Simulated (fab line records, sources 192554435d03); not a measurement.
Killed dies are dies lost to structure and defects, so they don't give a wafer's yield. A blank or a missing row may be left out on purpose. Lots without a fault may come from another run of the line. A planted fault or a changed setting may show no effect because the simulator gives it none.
Chamber matching | flow n5_finfet | N5_BEOL_M5_STRIP_64 on rie_diel-05: 4 sister chambers
The step strips in CF4. 4 wafers are shown with their chamber, then 8 later ones without.

WAFERS WITH THEIR CHAMBER
wafer  | chamber | drypump_motor_current_A (A)
L088.2 | 3       | 6.1
L089.2 | 1       | 6.3
L089.5 | 2       | 5.3
L091.3 | 0       | 6.1

WAFERS WITHOUT THEIR CHAMBER
wafer  | drypump_motor_current_A (A)
L091.4 | 5.3
L091.6 | 6.3
L092.1 | 6.1
L092.2 | 5.3
L092.5 | 5.3
L097.1 | 5.3
L097.3 | 6.2
L097.5 | 6.4

WHICH CHAMBER EACH WENT THROUGH
wafer  | from the rows above          | in truth
L091.4 | 2                            | 2
L091.6 | 1                            | 1
L092.1 | can't be placed: 0 or 3      | 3
L092.2 | 2                            | 2
L092.5 | 2                            | 2
L097.1 | 2                            | 2
L097.3 | can't be placed: 1 or 0 or 3 | 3
L097.5 | 1                            | 1
Placed correctly: 6 of 8. Can't be placed from these rows: 2 (the true chamber is among the candidates in 2). Placed wrongly: 0.
How it was worked out, from the rows above alone: a wafer's distance from a chamber is the root of the sum, over the readings, of the square of ((its reading less the chamber's mean) divided by the reading's scatter). The wafer belongs to the nearest chamber; if the next one is less than 2 further off, it can't be placed. A chamber's mean is the mean of its shown wafers. The scatter: with one shown wafer a chamber, the root of the mean of the squares of how far each hidden wafer lies from its nearest shown one.
